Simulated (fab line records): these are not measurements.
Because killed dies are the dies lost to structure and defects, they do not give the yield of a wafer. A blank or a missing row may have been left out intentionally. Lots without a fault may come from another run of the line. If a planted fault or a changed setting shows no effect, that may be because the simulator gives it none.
What tool caused it? + flow n5_finfet + 10 lots, 30 wafers sampled, at 2 steps of a route of 1938

## WHAT THE GAUGES SHOWED, per wafer
N5_PASSIVATION_CD_MEAS_10: the cd target is 3000 nm. Usual: cd_nm at 3000.0 nm, with a standard deviation of 2.4.
| lot  | measured     | on        | cd_nm (nm)           | flag |
|------|--------------|-----------|----------------------|------|
| L302 | day 11 11:29 | cd_sem-03 | 2998.3 3001.6 2999.4 |      |
| L304 | day 11 22:53 | cd_sem-01 | 2993.8 2995.9 2995.5 |      |
| L305 | day 12 07:53 | cd_sem-02 | 3003.3 3003.7 3002.4 |      |
| L308 | day 12 11:29 | cd_sem-01 | 3004.9 3004.0 3002.4 |      |
| L310 | day 13 08:56 | cd_sem-01 | 2997.5 2998.4 2997.5 |      |
| L311 | day 13 09:56 | cd_sem-02 | 2997.4 2999.8 2998.5 |      |
| L315 | day 17 18:40 | cd_sem-02 | 2999.6 3002.2 2999.6 |      |
| L314 | day 17 19:31 | cd_sem-02 | 2999.8 3002.1 2999.9 |      |
| L324 | day 18 23:30 | cd_sem-03 | 2996.7 2996.2 2997.7 |      |
| L320 | day 20 03:09 | cd_sem-02 | 3000.9 3005.3 3003.0 |      |

## EACH LOT AND THE TOOL THAT RAN IT (in order: tool; ch and the chambers of the sampled wafers; start)
| lot  | N5_BEOL_M5_SPUTTER_88        |
|------|------------------------------|
| L302 | pvd_sputter-01, day 8 13:20  |
| L304 | pvd_sputter-02, day 9 00:46  |
| L305 | pvd_sputter-03, day 9 07:44  |
| L308 | pvd_sputter-02, day 9 16:26  |
| L310 | pvd_sputter-02, day 10 09:05 |
| L311 | pvd_sputter-01, day 10 11:50 |
| L315 | pvd_sputter-02, day 13 09:00 |
| L314 | pvd_sputter-02, day 14 00:17 |
| L324 | pvd_sputter-03, day 14 13:07 |
| L320 | pvd_sputter-01, day 15 09:51 |
- N5_BEOL_M5_SPUTTER_88: material Cu, target thk 15 nm, time 27.62 s.

## AS READ BY THE TOOLS THEMSELVES (means over the sampled wafers that have a number; for cases with no such wafer, the mark the record gives instead)
N5_BEOL_M5_SPUTTER_88. Usual: throttle_valve_pct at 30.1 %, with a standard deviation of 1.2.
| lot  | tool           | throttle_valve_pct (%) | flag |
|------|----------------|------------------------|------|
| L302 | pvd_sputter-01 | 30.2                   |      |
| L304 | pvd_sputter-02 | 29.6                   |      |
| L305 | pvd_sputter-03 | 29.5                   |      |
| L308 | pvd_sputter-02 | 30.1                   |      |
| L310 | pvd_sputter-02 | 29.2                   |      |
| L311 | pvd_sputter-01 | 29.3                   |      |
| L315 | pvd_sputter-02 | 29.6                   |      |
| L314 | pvd_sputter-02 | 29.5                   |      |
| L324 | pvd_sputter-03 | 30.0                   |      |
| L320 | pvd_sputter-01 | 30.1                   |      |

## THE ANSWER, worked out from the rows above alone
Rule: a lot counts as off when the mean over its wafers that have a number is more than 3 standard deviations away from the usual mean. Also off: a lot with no number at a reading for which 4 or more lots have one. Where the step has rows for the other lots, those lots are counted as sound. The gauges are gone through in route order, then the tools' own readings, and for those a lot's mean is taken as printed above. At the first step where some lot is off, the reading lying furthest off is the one used; lots without a number count as furthest.
Nothing can be told from this: no lot is off at any reading shown.

## WHAT THE SIMULATOR PUT IN
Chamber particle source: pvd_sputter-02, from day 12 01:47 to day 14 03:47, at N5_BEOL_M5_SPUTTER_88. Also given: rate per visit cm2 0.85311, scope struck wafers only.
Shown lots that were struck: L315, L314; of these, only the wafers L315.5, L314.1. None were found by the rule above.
